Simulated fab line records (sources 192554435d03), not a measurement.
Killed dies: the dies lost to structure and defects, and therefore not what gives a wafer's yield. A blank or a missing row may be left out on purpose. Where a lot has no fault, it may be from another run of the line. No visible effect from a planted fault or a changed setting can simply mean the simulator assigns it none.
Problem report in the 8D (eight disciplines) form, filled by code | flow n5 finfet | the parts of the form that need people (team, actions taken, sign-off) are left out

== 1. WHAT WENT WRONG ==
run length s at N5_FIN_CUT_ETCH_21 reads a mean of 499.2 s on 3 wafers of 2 lots; wafers without a fault read 546.8 s with a standard deviation of 0.45. So: -99 or more standard deviations from the usual mean.
The step: etches SOC in N2/H2, target depth 219 nm, overetch 43.8 nm, time 523.5 s.
The first sign was on wafer L109.1 at day 7 02:43, on rie diel-04. The record holds 27 wafers of 9 lots with a number at this step. Rule for "out" (also "out of limits"): further than 4 standard deviations from the usual mean. The other wafers with a number count as sound.

== 2. WHAT IT IS; WHAT IT IS NOT ==
question                    | is                     | is not
which readings at this step | run length s           | drypump motor current A, oes product au, rf vpp V, showerhead plenum p Torr, temp c, throttle valve pct
which lots                  | L109, L111             | L100, L102, L105, L106, L112, L990, L996
which wafers of those lots  | L109.1, L109.6, L111.1 | L109.5, L111.3, L111.4
read on which tools         | rie diel-04            | rie diel-02, rie diel-06
when                        | from day 7 02:43       | up to then (19 sound wafers); but 5 sound wafers of L111, L112 came after

== 3. WHAT RULES OUT EACH SUSPECT ==
Counting: if a tool at a process step up to the reading ran every lot that is out, it stays a suspect. Sound lots after the first of them don't rule it out here, since some wafers of a struck lot are sound.
- rie diel-04 at N5_FIN_CUT_ETCH_21 (etches SOC in N2/H2, target depth 219 nm, overetch 43.8 nm, time 523.5 s): kept. It ran every lot that is out, first L109 (day 7 02:43); its last sound lot up to then is L105 (day 6 03:20). On those wafers its own readings are out: run length s.
- Within rie diel-04 at N5_FIN_CUT_ETCH_21: the wafers that are out ran in chambers 1, 3; their sound lot-mates ran in chambers 0, 2.
After counting, what remains is rie diel-04 at N5_FIN_CUT_ETCH_21.

== 4. THE CAUSE (what the simulator had put in) ==
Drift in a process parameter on rie diel-04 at N5_FIN_CUT_ETCH_21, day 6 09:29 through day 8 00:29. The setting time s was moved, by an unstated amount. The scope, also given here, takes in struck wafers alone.
Counting left only this tool.

== 5. SEQUENCE OF EFFECTS, ordered by route ==
Each row: a reading whose mean over the struck wafers that have a number lies more than 3 standard deviations from the usual. Scope: only readings with a usual standard deviation given in the record; hours: median across lots of the time from each lot's start at the first step in this table that gives one to its start at this step; sigmas: change in usual standard deviations.
hours | step                    | reading              | usual   | on struck wafers | change | sigmas
0     | N5_FIN_CUT_ETCH_21      | run length s         | 546.8 s | 499.2            | -47.6  | -99 or more
247   | N5_PASSIVATION_PROBE_49 | defect limited yield | 90.9 %  | 77.3             | -13.6  | -8.5
247   | N5_PASSIVATION_PROBE_49 | killed at front end  | 43      | 198              | +155   | +14
247   | N5_PASSIVATION_PROBE_49 | killed dies          | 107     | 268              | +161   | +8.5
247   | N5_PASSIVATION_PROBE_49 | sort_bin_5_function  | 5.3 %   | 18.9             | +13.6  | +12
247   | N5_PASSIVATION_PROBE_49 | sort n pass          | 1073    | 912              | -161   | -8.5
Process steps it contains:
- N5_FIN_CUT_ETCH_21: etches SOC in N2/H2, target depth 219 nm, overetch 43.8 nm, time 523.5 s.
- N5_PASSIVATION_PROBE_49
Readings that are blank on the struck wafers while sound wafers have them: rf fwd power W at N5_FIN_CUT_ETCH_21.
Later steps that measure or inspect, where all struck wafers having a row at the step show a number for every such reading and not one has moved that far: N5_BEOL_M4_RC_MEAS_101.

== 6. WHAT WOULD HAVE CAUGHT IT SOONER ==
In this record the first reading out of limits was taken at day 7 02:43, 17 hours after the fault began at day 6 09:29.
